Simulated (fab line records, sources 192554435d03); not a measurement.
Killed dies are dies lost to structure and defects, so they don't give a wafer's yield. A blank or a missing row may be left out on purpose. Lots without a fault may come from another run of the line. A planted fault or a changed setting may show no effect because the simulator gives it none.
Split-lot experiment | flow n5_finfet | 7 lots, 21 wafers read, on a route of 1938 steps

THE SPLIT
At N5_WELL_APT_COAT_02 (resist thk 950 nm), the setting spin_rpm was moved away from the recipe's 1357 rpm on 5 of the 21 wafers read, by -10.6% to +2.9%. The other wafers ran this setting at the recipe's value.

The reading is taken at the split's own step.

THE READING
coat_of_WELL_APT_COAT_02.thk_nm (the simulator's own value, which no gauge read), in nm, at N5_WELL_APT_COAT_02 (resist thk 950 nm). The file gives no usual value for it. The 16 wafers here that ran the recipe average 949.0 nm, standard deviation 2.9 nm.

wafer  | tool, chamber at the split | spin_rpm as run, rpm | against the recipe | coat_of_WELL_APT_COAT_02.thk_nm, nm | against lot-mates on the recipe
L078.1 | litho_track-01, 0          | 1213                 | -10.6%             | 1005                                | +57.5
L078.6 | litho_track-01, 0          | 1213                 | -10.6%             | 1005                                | +57.5
L078.4 | litho_track-01, 0          | 1357                 | recipe             | 947.5                               | -
L079.2 | litho_track-01, 0          | 1357                 | recipe             | 949.8                               | -
L079.3 | litho_track-01, 0          | 1357                 | recipe             | 953.7                               | -
L079.5 | litho_track-01, 0          | 1357                 | recipe             | 953                                 | -
L082.4 | litho_track-04, 0          | 1357                 | recipe             | 950.1                               | -
L082.5 | litho_track-04, 0          | 1357                 | recipe             | 950.1                               | -
L082.6 | litho_track-04, 0          | 1357                 | recipe             | 952.5                               | -
L083.2 | litho_track-02, 0          | 1396                 | +2.9%              | 934.1                               | -13.1
L083.4 | litho_track-02, 0          | 1357                 | recipe             | 946.9                               | -
L083.6 | litho_track-02, 0          | 1357                 | recipe             | 947.5                               | -
L086.3 | litho_track-02, 0          | 1357                 | recipe             | 944                                 | -
L086.5 | litho_track-02, 0          | 1357                 | recipe             | 945.4                               | -
L086.6 | litho_track-02, 0          | 1357                 | recipe             | 946.1                               | -
L093.1 | litho_track-01, 0          | 1233                 | -9.1%              | 998.2                               | +45.2
L093.5 | litho_track-01, 0          | 1357                 | recipe             | 953                                 | -
L093.6 | litho_track-01, 0          | 1233                 | -9.1%              | 996.3                               | +43.3
L097.1 | litho_track-01, 0          | 1357                 | recipe             | 949                                 | -
L097.5 | litho_track-01, 0          | 1357                 | recipe             | 946.7                               | -
L097.6 | litho_track-01, 0          | 1357                 | recipe             | 948                                 | -

THE FIT
A straight line over all 21 wafers: coat_of_WELL_APT_COAT_02.thk_nm changes by -5.28 nm for each +1% of spin_rpm; r = -0.99; the points scatter about the line by 2.6 nm.
The same after taking each lot's own level away (the mean of its wafers on the recipe; 21 wafers): -5.15 nm for each +1%; r = -1.00; scatter 1.7 nm.
On that fit, the largest move of spin_rpm shifts the reading by 55 nm.
The lots' own levels span 945.17 to 953.00 nm, that is 2.7 times the standard deviation above.
So the lot-to-lot level changes the slope little: the two slopes agree.
Check: with one of the wafers moved furthest among these (-10.6%) left out of the fit, the line predicts +53.7 nm for it against its lot-mates. It came out at +57.5 nm against them.

OTHER SPLITS ON THESE WAFERS
These wafers also went through other splits before the reading. Each is held against what the fit with the lots' levels taken away leaves over:
other split on the same wafers          | wafers away from the commonest value | r with coat_of_WELL_APT_COAT_02.thk_nm (lot level and that fit taken away)
N5_ZERO_LAYER_EXPOSE_08 dose_mj         | 8                                    | -0.11
N5_ZERO_LAYER_DEVELOP_10 develop_time_s | 9                                    | +0.09

THE FILE'S OWN FIT
coat_of_WELL_APT_COAT_02.thk_nm changes by -5.16 nm for each +1% of spin_rpm, r = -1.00.
